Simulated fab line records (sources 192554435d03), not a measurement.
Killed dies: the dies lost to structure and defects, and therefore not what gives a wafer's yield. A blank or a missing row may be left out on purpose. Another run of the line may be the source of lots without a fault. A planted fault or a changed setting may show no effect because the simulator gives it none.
Matching of chambers / flow n5Finfet / N5_BEOL_M5_STRIP_19 on rieDiel-02: 4 sister chambers
The step strips in O2. 4 wafers are shown with their chamber, then 9 later ones without.

## WAFERS WITH THEIR CHAMBER
wafer=L088.4; chamber=0; showerheadPlenumPTorr (Torr)=2.15
wafer=L087.2; chamber=2; showerheadPlenumPTorr (Torr)=1.99
wafer=L093.5; chamber=3; showerheadPlenumPTorr (Torr)=2.15
wafer=L093.6; chamber=1; showerheadPlenumPTorr (Torr)=2.22

## WAFERS WHOSE CHAMBER IS MISSING
wafer=L094.1; showerheadPlenumPTorr (Torr)=2.15
wafer=L094.2; showerheadPlenumPTorr (Torr)=1.99
wafer=L094.6; showerheadPlenumPTorr (Torr)=2.15
wafer=L095.2; showerheadPlenumPTorr (Torr)=1.99
wafer=L095.3; showerheadPlenumPTorr (Torr)=2.14
wafer=L095.5; showerheadPlenumPTorr (Torr)=2.14
wafer=L096.1; showerheadPlenumPTorr (Torr)=1.98
wafer=L096.2; showerheadPlenumPTorr (Torr)=2.22
wafer=L096.4; showerheadPlenumPTorr (Torr)=2.22

## EACH ONE'S CHAMBER
wafer=L094.1; from the rows above=can't be placed: 0 or 3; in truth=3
wafer=L094.2; from the rows above=2; in truth=2
wafer=L094.6; from the rows above=can't be placed: 0 or 3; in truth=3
wafer=L095.2; from the rows above=2; in truth=2
wafer=L095.3; from the rows above=can't be placed: 0 or 3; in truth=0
wafer=L095.5; from the rows above=can't be placed: 0 or 3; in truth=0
wafer=L096.1; from the rows above=2; in truth=2
wafer=L096.2; from the rows above=1; in truth=1
wafer=L096.4; from the rows above=1; in truth=1
Correctly placed: 5 of 9. Not placeable from these rows: 4 (in 4, the candidates include the true chamber). Number placed wrongly: 0.
How it was worked out, from the rows above alone: a wafer's distance from a chamber is the root of the sum, over the readings, of the square of ((its reading less the chamber's mean) divided by the reading's scatter). If the next closest chamber is less than 2 further off than the closest, the wafer can't be placed; otherwise it belongs to the closest. A chamber's mean is the mean of its shown wafers. The scatter (one wafer shown for each chamber): square how far every hidden wafer sits from the nearest shown wafer, average those squares and take the square root.
